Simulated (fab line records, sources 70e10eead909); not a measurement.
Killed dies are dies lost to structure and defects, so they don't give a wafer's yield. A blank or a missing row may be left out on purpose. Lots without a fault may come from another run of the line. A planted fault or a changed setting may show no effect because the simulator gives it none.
fab line records | flow nand_harc
record lots=6 wafers=18 last_day=33
route steps=1302 shown A_CHANNEL_HOLE_D2@604 A_CHANNEL_FILL_D2@610 END@1302
lots that met no fault: from a run of the same line without faults
start_h: hours from the record's first day to the start of the lot's first wafer shown | wait_h: hours since the lot's step before | " the same as in the row above | L1.1+2: a row that stands for several wafers | - no value, or no start given | * or withheld: withheld | < > ~ a bound
route shown NAME@n: a module of which the file shows steps, and the number in the route of the first | usual: mean/standard deviation of fault-free wafers | same: alike in all rows | chamber/n: place in a boat | sites: the reading at each site | _std_site: their standard deviation | _edge_site: outer sites' mean less inner sites' | radius_mm: how far each site lies from the wafer's centre | mask NAME#n: copy n | behind: the tool/chamber that last shaped the wafer | hold: why the lot was held/for how many hours/how that ended | device: the transistor (n, p or np) that didn't switch | end of line: the same wafers' tests at the end of the route | a step without rows: its recipe alone | killed: dies lost to structure and defects at the first sort, not the wafer's yield | map: a wafer's dies, x killed, . not, _ none there
set.NAME: the setting as run; set.NAME@STEP: as run at that earlier step | model.NAME: the simulator's own value behind a step, which no gauge read
lots at some steps of the route; a table a step, a row a wafer
services: from which hour (start_h, from the record's first day; less than 0 if before it) a tool's chamber was out of use, for how many hours, and why
## steps
# step NHARC_A_CHANNEL_HOLE_D2_STRIP_28
# recipe o2_flow_sccm=500 ar_flow_sccm=0 bias_w=0 chemistry=O2
# usual drypump_motor_current_A=5.8/0.36 oes_product_au=0.999/0.0077 rf_vpp_V=58.0/0.92 showerhead_plenum_p_Torr=3.56/0.11 throttle_valve_pct=17.036/0.0092
# columns lot.wafer tool chamber start_h wait_h drypump_motor_current_A oes_product_au rf_hours_counter_h rf_vpp_V showerhead_plenum_p_Torr throttle_valve_pct
L711.4 rie_diel-01 0 - - 5.5 0.988 6.2 57.7 3.57 17.040
L711.1 " 3 " " 6.3 1.004 6.4 57.0 3.62 17.040
L711.5 " 1 " " 6.0 1.011 - 57.7 3.56 17.032
L715.4 rie_diel-06 3 - - 5.9 1.002 1.6 58.7 3.53 17.039
L715.2 " 0 " " 5.8 0.998 1.1 57.5 3.69 17.044
L715.3 " 2 " " 5.9 1.002 1.3 58.5 3.54 17.037
L727.3 rie_diel-01 2 - - 5.4 0.990 3.2 57.9 3.49 17.037
L727.4 " 1 " " 6.0 0.998 4.3 58.1 3.56 17.037
L727.5 " 3 " " 6.3 0.992 - 59.0 3.62 17.042
L728.3 rie_diel-07 1 - - 6.5 0.993 0.1 59.8 3.42 17.035
L728.4 " 2 " " 5.7 1.000 0.1 59.6 3.74 17.033
L728.1 " 3 " " 5.4 1.013 0.1 58.0 3.57 17.029
L731.4 rie_diel-07 0 - - 5.4 0.987 2.2 58.8 3.38 17.034
L731.1 " 3 " " 5.4 1.010 2.2 56.9 3.57 17.051
L731.5 " 1 " " 6.5 0.994 - 58.0 3.42 17.014
L732.1 rie_diel-06 3 - - 5.9 0.984 1.5 58.5 3.53 17.034
L732.3 " 0 " " 5.7 0.996 1.5 56.6 3.69 17.032
L732.2 " 1 " " 5.9 0.985 1.3 59.6 3.66 17.028
# step NHARC_A_CHANNEL_HOLE_D2_PRECLEAN_29
# recipe time_s=* temp_c=50 bath_age_min=0 chemistry=SC1
# step NHARC_A_CHANNEL_HOLE_D2_SRD_30
# step NHARC_A_CHANNEL_HOLE_D2_CD_MEAS_31
# usual cd_nm=89.9/0.87
# columns lot.wafer tool chamber start_h wait_h cd_nm
L711.1 cd_sem-02 - 314.75 - 90.1
L711.4 " - " " 90.2
L711.5 " - " " 90.2
L715.2 cd_sem-02 - 342.28 - 89.4
L715.3 " - " " 88.7
L715.4 " - " " 90.4
L727.3 cd_sem-03 - 460.26 - 87.6
L727.4 " - " " 88.1
L727.5 " - " " 89.6
L728.1 cd_sem-03 - 483.06 - 90.5
L728.3 " - " " 90.7
L728.4 " - " " 90.1
L731.1 cd_sem-03 - 504.06 - 91.2
L731.4 " - " " 89.5
L731.5 " - " " 89.7
L732.1 cd_sem-01 - 524.10 - 90.2
L732.2 " - " " 89.3
L732.3 " - " " 88.3
# step NHARC_A_CHANNEL_HOLE_D2_XSEM_32
# recipe landing_energy_ev=35000
# usual bot_cd_nm=74.5/0.96 bow_nm=8.58/0.27 tilt_deg=0.08/0.041
# columns lot.wafer tool chamber start_h wait_h bot_cd_nm bow_nm tilt_deg
L711.1 xsem-02 0 314.84 0.1 73.4 8.82 0.14
L711.4 " 0 " " 73.9 8.80 0.14
L711.5 " 0 " " 72.3 8.82 0.14
L715.2 xsem-02 0 342.37 0.1 74.6 8.50 0.10
L715.3 " 0 " " 74.2 8.49 0.11
L715.4 " 0 " " 74.8 8.57 0.10
L727.3 xsem-02 0 460.35 0.1 73.2 8.41 0.04
L727.4 " 0 " " 73.5 8.39 0.04
L727.5 " 0 " " 75.7 8.47 0.04
L728.1 xsem-02 0 483.15 0.1 75.2 8.68 0.11
L728.3 " 0 " " 75.1 8.63 0.11
L728.4 " 0 " " 74.0 8.61 0.11
L731.1 xsem-01 0 504.15 0.1 75.6 8.87 0.13
L731.4 " 0 " " 73.9 8.83 0.13
L731.5 " 0 " " 74.9 8.88 0.13
L732.1 xsem-01 0 524.18 0.1 74.6 8.49 0.16
L732.2 " 0 " " 74.3 8.66 0.17
L732.3 " 0 " " 73.2 8.62 0.16
# step NHARC_A_CHANNEL_HOLE_D2_INSPECT_40
# usual raw_defect_count=269/69
# columns lot.wafer tool chamber start_h wait_h raw_defect_count
L711.1 defect_inspect-01 - 314.94 - 281
L711.4 " - " " 326
L711.5 " - " " 285
L715.2 defect_inspect-02 - 342.46 - 247
L715.3 " - " " 312
L715.4 " - " " 318
L727.3 defect_inspect-02 - 460.44 - 283
L727.4 " - " " 172
L727.5 " - " " 229
L728.1 defect_inspect-01 - 483.25 - 279
L728.3 " - " " 264
L728.4 " - " " 416
L731.1 defect_inspect-01 - 504.25 - 229
L731.4 " - " " 195
L731.5 " - " " 162
L732.1 defect_inspect-01 - 524.28 - 226
L732.2 " - " " 299
L732.3 " - " " 212
# step NHARC_A_CHANNEL_FILL_D2_PRECLEAN_00
# recipe time_s=* temp_c=50 bath_age_min=0 chemistry=SC1
# step NHARC_A_CHANNEL_FILL_D2_SRD_01
# step NHARC_A_CHANNEL_FILL_D2_ALD_02
# recipe target_thk_a=60 pulse_time_s=10 ald_cycles=60 temp_c=300 material=SiO2
# step NHARC_A_CHANNEL_FILL_D2_ALD_03
# recipe target_thk_a=60 pulse_time_s=60 ald_cycles=58 temp_c=630 pressure_torr=2 material=SiNx
# usual ald_cycles=58/0 precursor_pulse_height_rel=0.997/0.02
# columns lot.wafer tool chamber start_h wait_h ald_cycles precursor_pulse_height_rel
L711.1 ald_sin_batch-02 0 - - 58 1.014
L711.4 " 0 " " 58 0.962
L711.5 " 0 " " 58 0.988
L715.2 ald_sin_batch-01 0 - - 58 0.979
L715.3 " 0 " " 58 0.986
L715.4 " 0 " " 58 0.993
L727.3 ald_sin_batch-01 0 - - 58 0.995
L727.4 " 0 " " 58 0.987
L727.5 " 0 " " 58 1.016
L728.1 ald_sin_batch-02 0 - - 58 1.017
L728.3 " 0 " " 58 0.987
L728.4 " 0 " " 58 0.993
L731.1 ald_sin_batch-02 0 - - 58 0.972
L731.4 " 0 " " 58 1.014
L731.5 " 0 " " 58 1.001
L732.1 ald_sin_batch-02 0 - - 58 0.963
L732.2 " 0 " " 58 1.016
L732.3 " 0 " " 58 0.998
# step NHARC_A_CHANNEL_FILL_D2_ALD_14
# recipe target_thk_a=25 pulse_time_s=10 ald_cycles=25 temp_c=300 material=SiO2
# usual ald_cycles=25/0 heater_power_w=453/51 precursor_pulse_height_rel=1.001/0.022
# columns lot.wafer tool chamber start_h wait_h ald_cycles heater_power_w precursor_pulse_height_rel since_wet_clean_h
L711.1 ald_hk-03 1 326.12 3.6 25 350 0.985 104
L711.4 " 2 " " 25 421 0.983 104
L711.5 " 1 " " 25 360 0.999 -
L715.3 ald_hk-03 3 347.90 0.0 25 454 1.037 126
L715.2 " 1 " " 25 349 1.015 126
L715.4 " 2 " " 25 424 1.020 126
L727.3 ald_hk-04 0 467.21 0.0 25 435 0.962 23
L727.4 " 3 " " 25 471 1.016 23
L727.5 " 1 " " 25 419 1.010 -
L728.1 ald_hk-02 0 490.51 0.0 25 530 1.047 133
L728.4 " 2 " " 25 538 0.988 133
L728.3 " 3 " " 25 458 0.984 133
L731.4 ald_hk-03 3 511.31 0.0 25 453 1.009 111
L731.1 " 2 " " 25 396 1.002 111
L731.5 " 3 " " 25 449 1.027 -
L732.3 ald_hk-03 1 531.95 0.0 25 349 0.989 132
L732.1 " 2 " " 25 393 0.993 132
L732.2 " 3 " " 25 457 0.990 132
# step NHARC_A_CHANNEL_FILL_D2_ALD_15
# recipe target_thk_a=20 pulse_time_s=60 ald_cycles=19 temp_c=630 pressure_torr=2 material=SiNx
# usual ald_cycles=19/0 precursor_pulse_height_rel=1.001/0.02
# columns lot.wafer tool chamber start_h wait_h ald_cycles precursor_pulse_height_rel
L711.1 ald_sin_batch-02 0 - - 19 0.990
L711.4 " 0 " " 19 1.000
L711.5 " 0 " " 19 1.016
L715.2 ald_sin_batch-02 0 - - 19 1.017
L715.3 " 0 " " 19 1.004
L715.4 " 0 " " 19 1.002
L727.3 ald_sin_batch-02 0 - - 19 0.996
L727.4 " 0 " " 19 1.040
L727.5 " 0 " " 19 0.982
L728.1 ald_sin_batch-01 0 - - 19 1.000
L728.3 " 0 " " 19 0.970
L728.4 " 0 " " 19 0.985
L731.1 ald_sin_batch-01 0 - - 19 0.991
L731.4 " 0 " " 19 1.015
L731.5 " 0 " " 19 0.981
L732.1 ald_sin_batch-02 0 - - 19 0.996
L732.2 " 0 " " 19 1.017
L732.3 " 0 " " 19 0.996
# step NHARC_A_CHANNEL_FILL_D2_ALD_16
# recipe target_thk_a=15 pulse_time_s=10 ald_cycles=15 temp_c=300 material=SiO2
# usual ald_cycles=15/0 heater_power_w=454/51 precursor_pulse_height_rel=1.000/0.023
# columns lot.wafer tool chamber start_h wait_h ald_cycles heater_power_w precursor_pulse_height_rel since_wet_clean_h
L711.4 ald_hk-03 2 331.32 0.1 15 422 1.028 109
L711.1 " 3 " " 15 468 1.006 109
L711.5 " 1 " " 15 351 1.032 -
L715.4 ald_hk-04 2 353.05 0.0 15 435 1.015 87
L715.3 " 3 " " 15 480 1.012 87
L715.2 " 1 " " 15 412 1.016 87
L727.3 ald_hk-03 2 472.39 0.1 15 392 1.005 72
L727.4 " 1 " " 18 348 1.026 73
L727.5 " 3 " " 15 441 1.009 -
L728.1 ald_hk-03 3 497.34 1.7 15 450 1.021 97
L728.3 " 0 " " 15 425 1.016 97
L728.4 " 1 " " 18 351 0.991 97
L731.4 ald_hk-04 1 516.55 0.1 15 407 1.013 73
L731.1 " 2 " " 15 399 0.948 73
L731.5 " 3 " " 15 489 1.054 -
L732.3 ald_hk-02 1 537.13 0.0 15 454 0.978 1
L732.2 " 3 " " 15 478 0.963 1
L732.1 " 0 " " 15 511 0.983 1
# step NHARC_A_CHANNEL_FILL_D2_ANNEAL_17
# recipe temp_c=850 time_s=1800
# step NHARC_END_SORT_01
# recipe temp_c=25
# usual killed_at_array=63/18 killed_at_other=1.1/1.3 killed_at_periphery=4.3/2.8 killed_dies=68/18 killed_open=3.3/2 killed_short=2.4/1.6
# same gross_dies=677
# columns lot.wafer tool chamber start_h wait_h killed_at_array killed_at_other killed_at_periphery killed_dies killed_open killed_short
L732.1 prober-02 0 789.95 2.5 78 0 1 79 2 2
L732.2 prober-02 0 790.74 2.8 65 1 6 72 2 3
L732.3 prober-02 0 791.53 3.1 67 0 3 70 2 3
# killed by level:class
L732.1 A_SLIT:chamber_film_flake=25 A_CHANNEL_HOLE_D2:chamber_film_flake=23 A_CHANNEL_HOLE_D1:chamber_film_flake=15 A_STAIRCASE:chamber_film_flake=7 A_ONON_D1:geometric_particle:open=1 A_CHANNEL_HOLE_D2:geometric_particle:open=1 A_CHANNEL_FILL_D2:geometric_particle:short=1 A_SGD_CUT:geometric_particle:short=1
L732.2 A_CHANNEL_HOLE_D1:chamber_film_flake=20 A_CHANNEL_HOLE_D2:chamber_film_flake=18 A_SLIT:chamber_film_flake=13 A_STAIRCASE:chamber_film_flake=7 A_WL_FILL:chamber_film_flake=2 A_CONTACT:chamber_film_flake=2 P_STI:geometric_particle:open=1 P_GATE:geometric_particle:short=1
L732.3 A_CHANNEL_HOLE_D2:chamber_film_flake=24 A_SLIT:chamber_film_flake=22 A_CHANNEL_HOLE_D1:chamber_film_flake=7 A_STAIRCASE:chamber_film_flake=5 A_CONTACT:chamber_film_flake=3 A_ONON_D2:geometric_particle:short=1 A_SGD_CUT:geometric_particle:short=1 A_WL_FILL:geometric_particle:open=1
## services
# columns tool chamber start_h hours kind
rie_diel-07 - 294.20 9.0 pm
ald_hk-02 - 303.72 0.5 repair
rie_diel-06 - 307.23 9.0 pm
rie_diel-01 1 308.31 2.6 repair
rie_diel-01 0 321.32 18.6 repair
rie_diel-06 - 337.70 0.9 repair
rie_diel-06 2 343.02 4.8 repair
rie_diel-07 3 346.56 9.8 repair
ald_hk-02 - 348.00 10.0 pm
rie_diel-01 - 358.92 0.4 repair
xsem-01 - 374.00 14.0 pm
rie_diel-01 - 380.80 9.0 pm
ald_hk-03 - 390.00 10.0 pm
rie_diel-01 2 398.85 3.9 repair
rie_diel-07 3 426.51 13.0 repair
ald_hk-04 - 434.04 10.0 pm
rie_diel-07 - 471.20 9.0 pm
ald_hk-03 - 484.09 0.6 repair
rie_diel-06 - 484.23 9.0 pm
rie_diel-01 3 496.51 3.5 repair
ald_hk-02 - 526.00 10.0 pm
rie_diel-01 - 526.81 0.2 repair
rie_diel-06 2 527.24 12.1 repair
ald_sin_batch-01 - 530.99 26.0 pm
## key
first_sign step=NHARC_A_CHANNEL_FILL_D2_ALD_16 reading=ald_cycles direction=up sigmas=99+ usual=15 struck=18
effect none on later readings
met_at NHARC_A_CHANNEL_FILL_D2_ALD_16
struck_wafers L727.4,L728.4
tester_left_out L727,L728
onset_between 331.32 472.39
fault kind=process_parameter_drift tool=ald_hk-03 chamber=- onset_h=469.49 steps=NHARC_A_CHANNEL_FILL_D2_ALD_16 channel=ald_cycles offset=3 shape=step end_h=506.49 scope=struck_wafers_only acts_in=these_recipes_only stated=15
# tester_left_out: of these lots the tester's yield and bins aren't shown, on N5 and GAA mostly nor the transistor test; their killed dies are dies lost to structure and defects alone, not to doping, threshold or leakage, so they don't give the yield
